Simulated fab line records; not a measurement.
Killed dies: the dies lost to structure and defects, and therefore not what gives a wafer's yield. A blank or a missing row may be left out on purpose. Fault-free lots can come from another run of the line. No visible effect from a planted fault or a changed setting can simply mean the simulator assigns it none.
fab line records -- flow n5-finfet
[record] lots = 9, wafers = 27, last-day = 19
route steps=1938 shown MOL_CONTACT_COAG@608 BEOL_M0_SAQP@636 BEOL_M4@1111 PASSIVATION@1936
lots with no fault: from the same line, run without faults
start-h: hours from the record's first day to the start of the lot's first wafer shown -- wait-h: hours since the lot's step before -- " same as the row above -- L1.1+2: a single row standing in for several wafers -- - no value, or no start given -- * or withheld: withheld -- < > ~ a bound
route shown NAME@n: a module of which the file shows steps, and the number in the route of the first -- usual: mean and standard deviation over wafers with no fault -- same: alike in all rows -- chamber/n: place in a boat -- sites: per-site readings -- _std_site: standard deviation of those values -- _edge_site: mean of outer sites minus mean of inner sites -- radius-mm: for every site, how far away it sits from the centre of the wafer -- mask NAME#n: copy n -- behind: the last tool/chamber to shape the wafer -- hold: why the lot was held/for how many hours/how that ended -- device: the n, p or np transistor that did not switch -- end of line: at the end of the route, the tests of the same wafers -- step lacking rows: just its recipe -- killed: not the wafer's yield, but the dies lost to structure and defects at the first sort -- map: a wafer's dies, marking killed ones x, the rest . and places with no die _
set.NAME: the setting as run; set.NAME@STEP: as run at that earlier step -- model.NAME: the simulator's own value behind a step, which no gauge read
one table for each step of the route and one row for each wafer, over a sample of lots
services: the hour from which a tool's chamber was out of use, counted from the record's first day as start-h (under 0 if before that day), plus the number of hours and why
[[steps]]
[step N5_MOL_CONTACT_COAG_ALD_133]
[recipe] material = SiO2, target-thk-a = 50, temp-c = 100, ald-precursor-family = BDEAS, ald-co-reactant = O2-plasma, pulse-time-s = 1, co-reactant-pulse-time-s = 1, purge-time-s = 2, co-reactant-purge-time-s = 2, ald-cycles = 35, pressure-torr = 2
[usual] chamber-pressure-Torr = 2.000/0.0042, heater-power-w = 77/7.4, precursor-pulse-height-rel = 0.999/0.023
lot.wafer,tool,chamber,start-h,wait-h,chamber-pressure-Torr,heater-power-w,precursor-pulse-height-rel,since-wet-clean-h
L715.2,ald-sin-04,1,100.73,0.5,1.993,68,0.991,197
L715.3,ald-sin-04,2,100.73,0.5,2.007,81,0.954,197
L715.5,ald-sin-04,3,100.73,0.5,1.998,82,1.020,-
L723.1,ald-sin-04,2,147.21,0.1,1.996,83,1.027,243
L723.3,ald-sin-04,3,147.21,0.1,2.003,80,0.992,243
L723.4,ald-sin-04,1,147.21,0.1,1.998,66,0.993,243
L724.1,ald-sin-03,3,153.77,0.1,2.003,83,0.994,140
L724.3,ald-sin-03,0,153.77,0.1,1.995,80,1.013,140
L724.6,ald-sin-03,0,153.77,0.1,1.995,80,1.023,-
L731.1,ald-sin-04,3,196.61,0.4,1.999,85,0.954,293
L731.2,ald-sin-04,2,196.61,0.4,2.009,83,1.018,293
L731.4,ald-sin-04,1,196.61,0.4,2.006,67,1.003,293
L734.1,ald-sin-04,1,212.68,0.1,2.002,66,1.016,309
L734.3,ald-sin-04,3,212.68,0.1,2.002,83,1.007,309
L734.6,ald-sin-04,2,212.68,0.1,1.997,82,0.966,-
L735.1,ald-sin-01,1,219.07,0.1,2.004,88,1.006,28
L735.3,ald-sin-01,2,219.07,0.1,1.998,75,1.026,28
L735.4,ald-sin-01,3,219.07,0.1,1.999,80,1.006,28
L736.1,ald-sin-04,3,227.65,0.1,1.999,81,1.029,324
L736.2,ald-sin-04,1,227.65,0.1,2.000,67,0.982,324
L736.5,ald-sin-04,2,227.65,0.1,2.004,82,1.009,-
L738.2,ald-sin-04,3,239.70,0.2,1.995,83,1.005,336
L738.5,ald-sin-04,2,239.70,0.2,2.001,82,0.999,-
L738.6,ald-sin-04,3,239.70,0.2,1.996,79,0.996,-
L737.1,ald-sin-04,1,240.11,0.1,2.000,67,0.999,336
L737.5,ald-sin-04,0,240.11,0.1,2.004,71,1.014,-
L737.6,ald-sin-04,1,240.11,0.1,2.001,67,1.014,-
[step N5_BEOL_M0_SAQP_PECVD_96]
[recipe] material = a-Si, target-thk-a = 450, temp-c = 350, precursor = SiH4/He, pressure-torr = 3, rf-w = 100, time-s = 45.2
[usual] chamber-pressure-Torr = 3.000/0.0065, heater-power-w = 576/72, run-length-s = 81.2/0.43, showerhead-plenum-p-Torr = 5.64/0.055, throttle-valve-pct = 18.3/1.1
lot.wafer,tool,chamber,start-h,wait-h,chamber-pressure-Torr,heater-power-w,run-length-s,showerhead-plenum-p-Torr,since-wet-clean-h,throttle-valve-pct
L715.2,pecvd-02,0,106.05,0.0,3.001,578,81.1,5.68,810,17.7
L715.3,pecvd-02,1,106.05,0.0,3.004,680,80.6,5.62,1535,17.8
L715.5,pecvd-02,1,106.05,0.0,3.012,656,81.1,5.61,-,17.8
L723.1,pecvd-02,0,153.10,0.0,3.002,569,90.6,5.66,857,17.4
L723.3,pecvd-02,1,153.10,0.0,3.006,696,80.6,5.62,1582,17.9
L723.4,pecvd-02,1,153.10,0.0,3.010,666,90.3,5.61,-,18.1
L724.1,pecvd-02,0,162.37,0.0,3.005,547,90.6,5.68,866,17.9
L724.3,pecvd-02,1,162.37,0.0,3.004,651,80.6,5.61,1591,17.7
L724.6,pecvd-02,0,162.37,0.0,3.003,533,90.5,5.68,-,17.5
L731.1,pecvd-04,2,201.71,0.0,3.008,555,81.1,5.73,514,16.9
L731.2,pecvd-04,0,201.71,0.0,2.993,485,81.2,5.68,1268,19.9
L731.4,pecvd-04,1,201.71,0.0,2.996,611,81.3,5.57,-,17.0
L734.1,pecvd-01,1,218.82,0.0,3.004,513,81.2,5.63,1829,19.7
L734.3,pecvd-01,2,218.82,0.0,3.000,461,81.9,5.56,-,17.7
L734.6,pecvd-01,1,218.82,0.0,2.993,509,81.0,5.63,-,20.0
L735.1,pecvd-01,2,224.30,0.0,3.002,544,81.9,5.55,351,17.9
L735.3,pecvd-01,0,224.30,0.0,2.994,650,81.3,5.56,1109,20.4
L735.4,pecvd-01,0,224.30,0.0,3.001,669,80.5,5.57,-,20.6
L736.1,pecvd-04,0,234.25,0.0,3.008,538,81.3,5.71,1301,20.2
L736.2,pecvd-04,2,234.25,0.0,3.004,624,81.8,5.71,547,16.8
L736.5,pecvd-04,1,234.25,0.0,2.986,552,81.8,5.55,-,17.4
L738.2,pecvd-02,2,245.39,0.0,2.998,486,81.5,5.67,191,18.4
L738.5,pecvd-02,0,245.39,0.0,2.993,593,80.8,5.68,-,17.8
L738.6,pecvd-02,2,245.39,0.0,3.002,484,81.2,5.67,-,18.3
L737.1,pecvd-01,1,248.55,0.0,2.993,597,81.7,5.64,1859,19.7
L737.5,pecvd-01,2,248.55,0.0,3.001,465,81.4,5.56,-,17.8
L737.6,pecvd-01,0,248.55,0.0,2.999,658,81.0,5.56,-,20.8
[step N5_BEOL_M0_SAQP_THK_MEAS_05]
[usual] thk-nm = 60.0/0.7
lot.wafer,tool,chamber,start-h,wait-h,thk-nm
L715.2,film-metro-01,-,106.23,0.1,59.5
L715.3,film-metro-01,-,106.23,0.1,59.1
L715.5,film-metro-01,-,106.23,0.1,60.8
L723.1,film-metro-01,-,153.28,0.1,59.2
L723.3,film-metro-01,-,153.28,0.1,59.4
L723.4,film-metro-01,-,153.28,0.1,60.5
L724.1,film-metro-02,-,162.55,0.1,59.5
L724.3,film-metro-02,-,162.55,0.1,58.9
L724.6,film-metro-02,-,162.55,0.1,60.7
L731.1,film-metro-02,-,201.89,0.1,59.4
L731.2,film-metro-02,-,201.89,0.1,58.7
L731.4,film-metro-02,-,201.89,0.1,60.2
L734.1,film-metro-01,-,219.07,0.1,58.9
L734.3,film-metro-01,-,219.07,0.1,60.9
L734.6,film-metro-01,-,219.07,0.1,60.4
L735.1,film-metro-01,-,224.48,0.1,59.6
L735.3,film-metro-01,-,224.48,0.1,60.8
L735.4,film-metro-01,-,224.48,0.1,61.4
L736.1,film-metro-02,-,234.43,0.1,59.5
L736.2,film-metro-02,-,234.43,0.1,60.0
L736.5,film-metro-02,-,234.43,0.1,61.1
L738.2,film-metro-02,-,245.65,0.1,59.3
L738.5,film-metro-02,-,245.65,0.1,60.3
L738.6,film-metro-02,-,245.65,0.1,60.2
L737.1,film-metro-02,-,248.73,0.1,60.1
L737.5,film-metro-02,-,248.73,0.1,59.9
L737.6,film-metro-02,-,248.73,0.1,60.8
[step N5_BEOL_M0_SAQP_HM_DEP_111]
[recipe] material = SiO2, target-thk-a = 120, temp-c = 400, precursor = SiH4/N2O, pressure-torr = 0.75, rf-w = 275, time-s = 7.2
[usual] chamber-pressure-Torr = 0.7502/0.0016, heater-power-w = 712/92, showerhead-plenum-p-Torr = 8.05/0.16
lot.wafer,tool,chamber,start-h,wait-h,chamber-pressure-Torr,heater-power-w,showerhead-plenum-p-Torr,since-wet-clean-h
L715.2,pecvd-04,2,106.27,0.0,0.7498,761,8.31,419
L715.3,pecvd-04,2,106.27,0.0,0.7481,744,8.31,-
L715.5,pecvd-04,0,106.27,0.0,0.7479,655,8.22,-
L723.1,pecvd-04,0,153.31,0.0,0.7497,690,8.19,1220
L723.3,pecvd-04,1,153.31,0.0,0.7496,706,7.87,32
L723.4,pecvd-04,2,153.31,0.0,0.7496,727,8.33,-
L724.1,pecvd-04,2,162.59,0.0,0.7525,696,8.31,475
L724.3,pecvd-04,1,162.59,0.0,0.7500,751,7.86,41
L724.6,pecvd-04,0,162.59,0.0,0.7512,660,8.20,-
L731.1,pecvd-01,1,201.93,0.0,0.7498,732,8.08,1812
L731.2,pecvd-01,0,201.93,0.0,0.7484,767,7.86,1087
L731.4,pecvd-01,1,201.93,0.0,0.7525,758,8.07,-
L734.1,pecvd-01,2,219.11,0.0,0.7539,577,7.81,346
L734.3,pecvd-01,1,219.11,0.0,0.7482,733,8.06,-
L734.6,pecvd-01,1,219.11,0.0,0.7487,731,8.07,-
L735.1,pecvd-04,0,224.52,0.0,0.7499,650,8.22,1291
L735.3,pecvd-04,2,224.52,0.0,0.7498,767,8.32,537
L735.4,pecvd-04,0,224.52,0.0,0.7497,648,8.21,-
L736.1,pecvd-02,1,234.46,0.0,0.7491,917,8.00,1663
L736.2,pecvd-02,0,234.46,0.0,0.7529,765,8.18,938
L736.5,pecvd-02,0,234.46,0.0,0.7514,764,8.16,-
L738.2,pecvd-02,0,245.69,0.0,0.7500,667,8.20,950
L738.5,pecvd-02,2,245.69,0.0,0.7475,637,8.13,-
L738.6,pecvd-02,0,245.69,0.0,0.7462,668,8.17,-
L737.1,pecvd-02,2,248.76,0.0,0.7484,572,8.16,194
L737.5,pecvd-02,0,248.76,0.0,0.7521,660,8.18,-
L737.6,pecvd-02,2,248.76,0.0,0.7514,579,8.14,-
[step N5_BEOL_M0_SAQP_MANDREL_ETCH_103]
[recipe] chemistry = HBr/Cl2, target = a-Si, target-depth-a = 450, bt-time-s = 10, stop-on = SiCN, mask-material = SiO2, over-etch-frac = 0.8, time-s = 27, pressure-mtorr = 10, icp-w = 800, bias-w = 75, HBr_flow_sccm = 150, Cl2_flow_sccm = 80, ends = end-point
[usual] drypump-motor-current-A = 5.6/0.4, he-backside-leak-sccm = 2.8/0.3, oes-product-au = 0.690/0.012, throttle-valve-pct = 35.64/0.17
[same] over-etch-frac = 0.8
lot.wafer,tool,chamber,start-h,wait-h,drypump-motor-current-A,he-backside-leak-sccm,oes-product-au,rf-hours-counter-h,throttle-valve-pct
L715.2,rie-si-02,0,108.95,0.0,6.3,2.5,0.674,40,35.95
L715.3,rie-si-02,2,108.95,0.0,5.8,2.6,0.698,46,35.24
L715.5,rie-si-02,0,108.95,0.0,6.3,2.6,0.692,-,35.91
L723.1,rie-si-05,2,155.53,0.0,5.4,2.7,0.773,17,35.59
L723.3,rie-si-05,0,155.53,0.0,5.7,2.5,0.679,3,35.72
L723.4,rie-si-05,3,155.53,0.0,5.3,2.8,0.799,-,35.45
L724.1,rie-si-05,2,164.77,0.0,5.4,2.9,0.775,17,35.58
L724.3,rie-si-05,3,164.77,0.0,5.3,2.6,0.693,106,35.67
L724.6,rie-si-05,0,164.77,0.0,5.8,2.5,0.754,-,35.52
L731.1,rie-si-02,1,205.17,0.0,5.3,2.8,0.671,9,35.63
L731.2,rie-si-02,2,205.17,0.0,5.8,2.4,0.696,48,35.25
L731.4,rie-si-02,3,205.17,0.0,5.5,2.7,0.704,2,35.64
L734.1,rie-si-05,2,221.90,0.0,5.4,3.0,0.681,18,35.80
L734.3,rie-si-05,1,221.90,0.0,6.6,3.1,0.690,71,35.48
L734.6,rie-si-05,1,221.90,0.0,6.6,3.1,0.692,-,35.47
L735.1,rie-si-04,1,226.75,0.0,5.1,3.2,0.672,141,35.87
L735.3,rie-si-04,2,226.75,0.0,5.6,2.3,0.676,82,35.46
L735.4,rie-si-04,0,226.75,0.0,5.6,2.3,0.696,9,35.52
L736.1,rie-si-04,0,236.88,0.0,5.6,2.3,0.697,9,35.54
L736.2,rie-si-04,1,236.88,0.0,5.1,3.2,0.680,142,35.86
L736.5,rie-si-04,0,236.88,0.0,5.6,2.3,0.706,-,35.53
L738.2,rie-si-05,1,248.24,0.0,6.6,3.0,0.686,72,35.48
L738.5,rie-si-05,2,248.24,0.0,5.4,2.7,0.690,-,35.78
L738.6,rie-si-05,3,248.24,0.0,5.3,2.7,0.699,-,35.64
L737.1,rie-si-02,3,252.48,0.0,5.5,2.6,0.702,3,35.63
L737.5,rie-si-02,2,252.48,0.0,5.8,2.5,0.710,-,35.23
L737.6,rie-si-02,3,252.48,0.0,5.5,2.6,0.701,-,35.66
[step N5_BEOL_M4_RC_MEAS_101]
[usual] DIBL_N = 36.1/1.3, DIBL_P = 36.1/1.7, IOFF_N = 0.154/0.022, IOFF_P = 0.201/0.024, ION_N = 675/8.9, ION_P = 462/5.9, SS_N = 71.5/0.49, SS_P = 73.3/0.58, VT_N = 250.0/2.7, VT_P = -251.3/2.7
lot.wafer,tool,chamber,start-h,wait-h,DIBL_N[mV/V],DIBL_P[mV/V],IOFF_N[nA/um],IOFF_P[nA/um],ION_N[uA/um],ION_P[uA/um],SS_N[mV/dec],SS_P[mV/dec],VT_N[mV],VT_P[mV]
L715.2,prober-01,0,164.01,0.2,35.6,34.7,0.148,0.194,674,468,71.6,73.1,249.6,-251.0
L715.3,prober-01,0,164.01,0.2,35.7,34.9,0.151,0.200,688,470,72.3,73.5,249.3,-249.6
L715.5,prober-01,0,164.01,0.2,35.3,34.9,0.147,0.196,678,463,72.2,72.6,247.7,-250.2
L723.1,prober-01,0,227.34,0.0,35.2,35.5,0.131,0.189,672,461,71.0,73.0,251.7,-250.1
L723.3,prober-01,0,227.34,0.0,36.0,35.5,0.134,0.192,668,463,71.3,72.4,250.1,-248.9
L723.4,prober-01,0,227.34,0.0,36.5,36.9,0.146,0.214,676,465,71.0,73.2,249.3,-249.1
L724.1,prober-02,0,231.69,0.0,35.2,34.1,0.136,0.174,662,452,71.4,72.9,253.5,-250.5
L724.3,prober-02,0,231.69,0.0,35.0,35.0,0.151,0.192,672,460,71.7,73.4,252.1,-250.9
L724.6,prober-02,0,231.69,0.0,36.8,36.7,0.176,0.218,679,462,71.6,74.1,247.8,-250.6
L731.1,prober-01,0,262.90,0.0,36.7,38.5,0.165,0.205,672,457,72.0,73.8,250.8,-254.0
L731.2,prober-01,0,262.90,0.0,37.5,40.4,0.185,0.235,682,459,71.9,74.1,251.0,-249.4
L731.4,prober-01,0,262.90,0.0,35.5,37.5,0.140,0.195,654,449,71.7,73.5,254.2,-251.7
L734.1,prober-01,0,289.51,0.0,35.4,35.5,0.150,0.197,676,465,71.8,72.6,249.4,-252.2
L734.3,prober-01,0,289.51,0.0,34.2,33.2,0.120,0.163,666,456,71.3,72.9,252.3,-252.5
L734.6,prober-01,0,289.51,0.0,36.5,36.5,0.167,0.208,680,468,72.3,73.0,248.5,-249.7
L735.1,prober-02,0,293.24,0.0,38.8,38.7,0.206,0.234,693,465,72.0,74.5,246.4,-251.8
L735.3,prober-02,0,293.24,0.0,38.5,38.0,0.195,0.228,696,471,71.5,74.8,247.9,-251.2
L735.4,prober-02,0,293.24,0.0,36.1,35.9,0.144,0.182,675,458,71.0,73.2,250.5,-255.0
L736.1,prober-01,0,293.85,0.0,36.3,37.0,0.169,0.199,683,464,71.6,73.0,247.2,-252.2
L736.2,prober-01,0,293.85,0.0,36.2,36.7,0.165,0.196,672,453,71.1,73.2,248.2,-250.7
L736.5,prober-01,0,293.85,0.0,37.9,38.0,0.194,0.216,690,465,71.3,73.8,245.6,-248.9
L737.1,prober-02,0,319.48,0.0,38.7,39.5,0.196,0.268,696,478,72.4,73.9,244.5,-245.7
L737.5,prober-02,0,319.48,0.0,37.4,38.0,0.174,0.247,681,470,72.2,73.6,245.3,-248.8
L737.6,prober-02,0,319.48,0.0,36.1,36.4,0.147,0.211,670,464,71.9,73.0,251.1,-247.4
L738.2,prober-01,0,322.61,0.2,35.0,35.5,0.129,0.156,667,456,71.1,73.3,251.5,-255.6
L738.5,prober-01,0,322.61,0.2,35.0,36.1,0.136,0.168,678,460,71.8,72.9,249.9,-253.4
L738.6,prober-01,0,322.61,0.2,35.9,36.4,0.141,0.169,677,462,72.3,73.3,250.5,-256.6
[step N5_PASSIVATION_PROBE_49]
[usual] defect-limited-yield = 90.9/1.3, killed_at_M0_to_M3 = 35/10, killed_at_M4_up = 15/5.7, killed-at-contacts = 14/6.4, killed-at-front-end = 40/11, killed-at-other = 4/3.1, killed-dies = 108/16, killed-open = 71/11, killed-short = 34/7.7, sort_bin_5_function = 5.4/0.9, sort_bin_6_memory = 3.4/0.61, sort-n-pass = 1072/16, sort-yield-pct = 90.9/1.3
[same] gross-dies = 1180, killed-at-back-side = 0, sort_bin_4_leakage[%] = 0, sort_bin_8_speed[%] = 0
lot.wafer,tool,chamber,start-h,wait-h,defect-limited-yield[%],killed_at_M0_to_M3,killed_at_M4_up,killed-at-contacts,killed-at-front-end,killed-at-other,killed-dies,killed-open,killed-short,sort_bin_5_function[%],sort_bin_6_memory[%],sort-n-pass,sort-yield-pct[%]
L731.1,prober-01,-,369.59,0.0,91.3,39,16,10,33,5,103,67,34,5.3,3.0,1077,91.3
L731.2,prober-01,-,369.64,0.1,91.9,31,14,16,32,3,96,61,35,5.6,2.3,1084,91.9
L731.4,prober-01,-,369.74,0.2,91.4,50,12,6,29,5,102,75,24,5.2,3.5,1078,91.4
// killed by level:class
L731.1 MOL_CONTACT_COAG:geometric-particle:open=10 BEOL_M0_SAQP:geometric-particle:open=8 BEOL_M2:geometric-particle:open=8 FIN_SAQP:geometric-particle:open=7 GATE_CUT:geometric-particle:short=7 BEOL_M1:geometric-particle:open=5 GATE_CUT:geometric-particle:open=5 BEOL_M0_SAQP:geometric-particle:short=5
L731.2 MOL_CONTACT_COAG:geometric-particle:open=14 FIN_SAQP:geometric-particle:open=7 FIN_SAQP:geometric-particle:short=7 BEOL_M0_SAQP:geometric-particle:open=7 BEOL_M0_SAQP:geometric-particle:short=6 BEOL_M4:geometric-particle:open=6 BEOL_M0:geometric-particle:open=5 BEOL_M2:geometric-particle:open=5
L731.4 BEOL_M2:geometric-particle:open=18 BEOL_M1:geometric-particle:open=9 BEOL_M0_SAQP:geometric-particle:short=8 FIN_SAQP:geometric-particle:open=6 DUMMY_GATE:geometric-particle:open=6 STI_FIN_REVEAL:geometric-particle:open=5 BEOL_M0_SAQP:geometric-particle:open=5 BEOL_M0:geometric-particle:open=5
[[services]]
tool,chamber,start-h,hours,kind
rie-si-04,2,78.74,1.4,repair
rie-si-02,2,89.45,3.8,repair
ald-sin-03,1,89.88,3.2,repair
pecvd-01,1,90.44,5.9,repair
rie-si-04,-,108.13,15.6,pm
rie-si-05,2,114.82,13.6,repair
ald-sin-03,-,127.76,0.7,repair
rie-si-05,0,132.67,14.3,repair
ald-sin-01,-,132.93,2.8,pm
rie-si-05,1,141.10,22.8,repair
rie-si-02,2,152.67,12.2,repair
rie-si-04,3,156.12,8.1,repair
ald-sin-04,2,175.65,14.9,repair
ald-sin-01,-,177.60,14.0,pm
pecvd-02,-,181.53,0.9,repair
pecvd-01,-,189.49,2.2,repair
ald-sin-04,-,192.17,0.7,repair
rie-si-05,-,198.97,4.0,pm
ald-sin-01,0,213.13,3.6,repair
pecvd-01,0,217.93,1.7,repair
pecvd-02,-,229.79,2.9,repair
rie-si-02,-,244.76,0.2,repair
ald-sin-04,-,247.85,6.1,pm
pecvd-04,-,247.94,0.7,repair
[[key]]
[first-sign] step = N5_BEOL_M0_SAQP_PECVD_96, reading = run-length-s, direction = up, sigmas = 22, usual = *, struck = *
[effect] step = N5_BEOL_M0_SAQP_MANDREL_ETCH_103, reading = oes-product-au, direction = up, sigmas = 7, usual = 0.690, struck = 0.775
met-at N5_BEOL_M0_SAQP_PECVD_96
struck-lots L723,L724
struck-wafers L723.1,L723.4,L724.1,L724.6
not-acting-at N5_MOL_CONTACT_COAG_ALD_133,N5_BEOL_M0_SAQP_THK_MEAS_05,N5_BEOL_M0_SAQP_HM_DEP_111
onset-between 106.05 153.10
[fault] kind = process-parameter-drift, tool = pecvd-02, chamber = -, onset-h = 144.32, steps = N5_BEOL_M0_SAQP_PECVD_96, channel = time-s, offset = *, shape = step, end-h = 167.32, scope = struck-wafers-only, acts-in = *, stated = *
